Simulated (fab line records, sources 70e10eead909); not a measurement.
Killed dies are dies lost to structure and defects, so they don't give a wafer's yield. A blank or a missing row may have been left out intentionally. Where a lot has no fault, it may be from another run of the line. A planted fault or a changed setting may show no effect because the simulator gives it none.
One fault seen from 2 desks || flow nandHarc || each desk has only its own numbers; what lay behind them comes last

## DESK OF THE TOOL OWNER: rieMetal-01
The tool's own readings at NHARC_THIN_TSV_ETCH_36 (etches the open film in Cl2/BCl3, target depth 65 nm, time 18.571 s): means of the sampled wafers that have a number, for each lot that ran on this tool. The brackets show how far a lot's mean lies from the usual mean; more than 4 standard deviations puts the lot out of limits, marked OUT.
Columns: A = drypumpMotorCurrentA at NHARC_THIN_TSV_ETCH_36, usual 6.0 A; B = oesProductAu at NHARC_THIN_TSV_ETCH_36, usual 1.001 a.u.; C = runLengthS at NHARC_THIN_TSV_ETCH_36, usual 40.0 s
{"lot": "L768", "first seen here": "day 24 22:08", "A": 6.2, "B": 0.997, "C": 39.7}
{"lot": "L773", "first seen here": "day 27 11:47", "A": 6.1, "B": 0.997, "C": "34.7 (-12) OUT"}
{"lot": "L776", "first seen here": "day 28 13:36", "A": 6.3, "B": 1.000, "C": 38.5}
{"lot": "L784", "first seen here": "day 31 14:59", "A": 6.2, "B": 1.008, "C": 40.1}
{"lot": "L787", "first seen here": "day 33 18:38", "A": 6.2, "B": 1.001, "C": 40.0}
This desk finds L773 out of limits, L773 being first, at day 27 11:47 (runLengthS at NHARC_THIN_TSV_ETCH_36). L768, L776, L784, L787 stayed within limits.

## FROM THE METROLOGY DESK
What the gauges read for every lot (on any tool): the sampled wafers with a number, averaged. The brackets show how far a lot's mean lies from the usual mean; more than 4 standard deviations puts the lot out of limits, marked OUT.
Columns: A = cdNm at NHARC_THIN_TSV_CD_MEAS_12, usual 999.4 nm
{"lot": "L765", "first seen here": "day 24 14:29", "A": 999.2}
{"lot": "L768", "first seen here": "day 24 15:41", "A": 1001.5}
{"lot": "L766", "first seen here": "day 24 16:53", "A": 1000.3}
{"lot": "L767", "first seen here": "day 24 20:32", "A": 1001.3}
{"lot": "L773", "first seen here": "day 27 05:17", "A": 999.4}
{"lot": "L776", "first seen here": "day 28 06:44", "A": 1000.6}
{"lot": "L779", "first seen here": "day 29 13:04", "A": 998.3}
{"lot": "L781", "first seen here": "day 30 17:32", "A": 999.7}
{"lot": "L783", "first seen here": "day 31 07:14", "A": 997.6}
{"lot": "L784", "first seen here": "day 31 08:26", "A": 999.3}
{"lot": "L782", "first seen here": "day 31 09:38", "A": 1000.6}
{"lot": "L785", "first seen here": "day 31 14:31", "A": 999.2}
{"lot": "L786", "first seen here": "day 32 17:03", "A": 999.3}
{"lot": "L787", "first seen here": "day 33 12:14", "A": 999.7}
This desk's finding: nothing out of limits on any of the 14 lots.

## PUT TOGETHER
An alarm could have come from the tool owner's desk at day 27 11:47, on L773.
The metrology desk saw nothing out of limits.
The metrology desk holds a record of L773, inside its limits.
Of the lots named, all ran NHARC_THIN_TSV_ETCH_36 on rieMetal-01.

## WHAT THE SIMULATOR HAD PUT IN
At NHARC_THIN_TSV_ETCH_36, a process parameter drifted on rieMetal-01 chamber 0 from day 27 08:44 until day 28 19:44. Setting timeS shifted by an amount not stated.
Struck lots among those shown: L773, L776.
Time in hours from fault onset to the first out-of-limits reading at each desk: the tool owner's desk, 3.
